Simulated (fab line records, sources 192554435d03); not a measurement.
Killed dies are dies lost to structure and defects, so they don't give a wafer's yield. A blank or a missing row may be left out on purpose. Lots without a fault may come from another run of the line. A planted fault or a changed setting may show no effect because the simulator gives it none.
A struck lot beside a sound one | flow n5_finfet | 41 steps out of a route of 1938
Sound: wafers L898.1, L898.4, L898.6. Struck: wafer L911.4. (L911.1, L911.3 of the same lot were not struck and are left out.) The cause comes at the end.
At each step with rows: each side's tool, then ch and its chambers, then its first start. Under that, the readings that differ: sound wafers | struck wafers | difference of the means | sigmas: that difference in standard deviations of wafers without a fault.
alike: readings whose means differ by less than 2 such deviations, and words and numbers that are the same on both sides. not compared: withheld readings, readings that some wafer has no value for, bounds like >300 that may hide the same value, and numbers for which the record gives no deviation and whose values overlap.
The two part at a step that has a row with sigmas, a row that says differs or no value, or rows on one side only. Numbers that don't overlap but have no deviation are shown without sigmas and don't part them. A reading that every wafer of one side lacks parts them only if that side has two wafers or more.

first, 12 steps without rows for these wafers: N5_HKMG_FIN_DESCUM_17 (chemistry O2, time 7.9 s); N5_HKMG_FIN_ETCH_31 (etches SiARC in CF4, target depth 45.5 nm, time 75.8 s); N5_HKMG_FIN_ETCH_32 (etches SOC in N2/H2, target depth 240 nm, time 300 s); N5_HKMG_FIN_STRIP_33 (strips in N2/H2); N5_HKMG_FIN_STRIP_34 (strips in CF4); N5_HKMG_FIN_ETCH_35 (etches SOC in N2/H2, target depth 215.8 nm, time 243.4 s); N5_HKMG_FIN_STRIP_92 (strips SOC in N2/H2, time 20 s); N5_HKMG_FIN_WET_ETCH_18 (etches TiN in SC1, time 55 s, target depth 5.2 nm, rinse time 30 s); N5_HKMG_FIN_STRIP_19 (strips in N2/H2, time 360 s); N5_HKMG_FIN_ALD_91 (deposits TiN, target thk 1 nm, pulse time 1 s, purge time 3 s); N5_HKMG_FIN_COAT_85 (time 60 s, resist thk 300 nm); N5_HKMG_FIN_ETCH_86 (etches SOC in N2/H2, stops on TiN, target depth 393.2 nm).
N5_HKMG_FIN_STRIP_89: strips SOC in N2/H2, time 20 s.
  sound on rie_diel-03 ch 0,1,2, day 4 05:53; struck on rie_diel-05 ch 3, day 7 13:11
  alike: bias_power_w, drypump_motor_current_A, n2_flow_sccm, oes_product_au, power_w, rf_vpp_V, showerhead_plenum_p_Torr, throttle_valve_pct
  not compared: rf_hours_counter_h
then, 2 steps without rows for these wafers: N5_HKMG_FIN_WET_ETCH_87 (etches TiN in SC1, time 154.2 s, target depth 4.7 nm, rinse time 30 s); N5_HKMG_FIN_STRIP_88 (strips in N2/H2, time 360 s).
N5_HKMG_FIN_NWFM_ALD_20: deposits TiAlC, target thk 2 nm, pulse time 3 s, purge time 2 s.
  sound on ald_metal-02 ch 0,1, day 4 06:28; struck on ald_metal-03 ch 3, day 7 13:45
  alike: heater_power_w, precursor_pulse_height_rel
N5_HKMG_FIN_ALD_71: deposits TiN, target thk 1 nm, pulse time 1 s, purge time 3 s.
  sound on ald_metal-02 ch 0,1, day 4 06:34; struck on ald_metal-03 ch 3, day 7 13:51
  alike: heater_power_w, precursor_pulse_height_rel
then, 8 steps without rows for these wafers: N5_HKMG_FIN_COAT_66 (time 60 s, resist thk 300 nm); N5_HKMG_FIN_ETCH_67 (etches SOC in N2/H2, stops on TiN, target depth 388.9 nm); N5_HKMG_FIN_STRIP_90 (strips SOC in N2/H2, time 20 s); N5_HKMG_FIN_WET_ETCH_73 (etches the open film in SC1, time 42.3 s, target depth 1.3 nm, rinse time 30 s); N5_HKMG_FIN_ETCHBACK_68 (etches the open film in Cl2/Ar, stops on HfO2, target depth 0.5 nm); N5_HKMG_FIN_STRIP_69 (strips in N2/H2, time 360 s); N5_HKMG_FIN_ALD_21 (deposits TiN, target thk 1.5 nm, pulse time 1 s, purge time 3 s); N5_HKMG_FIN_ALD_72 (deposits W, target thk 2 nm, pulse time 1 s, purge time 2 s).
N5_HKMG_FIN_W_FILL_22: material W, target thk 60 nm, time 18.2 s.
  sound on cvd_w-01 ch 0,1, day 4 08:04; struck on cvd_w-02 ch 1, day 7 15:23
  alike: heater_power_w, throttle_valve_pct
then, 4 steps without rows for these wafers: N5_HKMG_FIN_PRECLEAN_83 (cleans in DIW, time 57.5 s); N5_HKMG_FIN_SRD_84 (dry time 32 s); N5_HKMG_FIN_CMP_23 (polishes, stops on SiNx, t overpolish 10 s, target thk 46.326 nm); N5_HKMG_FIN_CMP_94 (polishes, stops on SiNx, t overpolish 4.7 s, target thk 43.299 nm).
N5_GATE_CUT_ETCHBACK_00: etches W in SF6/Cl2.
  sound on rie_metal-03 ch 0,1, day 4 08:56; struck on rie_metal-02 ch 0, day 7 16:14
  alike: drypump_motor_current_A, he_backside_leak_sccm, oes_product_au, throttle_valve_pct
  not compared: rf_hours_counter_h
then, 1 step without rows for these wafers: N5_GATE_CUT_ETCH_56 (etches TiN in Cl2/Ar, target depth 21.6 nm).
N5_GATE_CUT_ETCHBACK_30: etches TiN in Cl2/Ar, target depth 3 nm.
  sound on rie_metal-03 ch 0,1, day 4 09:08; struck on rie_metal-02 ch 0, day 7 16:26
  alike: drypump_motor_current_A, he_backside_leak_sccm, oes_product_au, throttle_valve_pct
  not compared: rf_hours_counter_h
then, 7 steps without rows for these wafers: N5_GATE_CUT_VAPOR_ETCH_60 (etches HfO2 in BCl3/Cl2); N5_GATE_CUT_ETCH_58 (etches SiNx in CH3F/O2, target depth 17 nm, time 128.6 s); N5_GATE_CUT_STRIP_59 (strips in N2/H2, time 20 s); N5_GATE_CUT_PRECLEAN_31 (cleans in DIW, time 300 s); N5_GATE_CUT_SRD_32 (time 30 s); N5_GATE_CUT_SAC_CAP_01 (material SiNx, target thk 24 nm, pulse time 1 s, ald cycles 480); N5_GATE_CUT_PECVD_57 (deposits SiNx from SiH4/NH3/N2, target thk 21 nm).
-- the record jumps here: 10 days lie between the struck wafers' starts before and after (it left off in module GATE_CUT and takes up again in module PASSIVATION, whose first step shown is number 1936 of the route) --
N5_PASSIVATION_PROBE_49:
  the record has rows for the struck wafers here (prober-01, day 17 12:03) and none for the sound ones

WHERE THEY PART
Only at N5_PASSIVATION_PROBE_49, within this record.

WHY: what the simulator had put in
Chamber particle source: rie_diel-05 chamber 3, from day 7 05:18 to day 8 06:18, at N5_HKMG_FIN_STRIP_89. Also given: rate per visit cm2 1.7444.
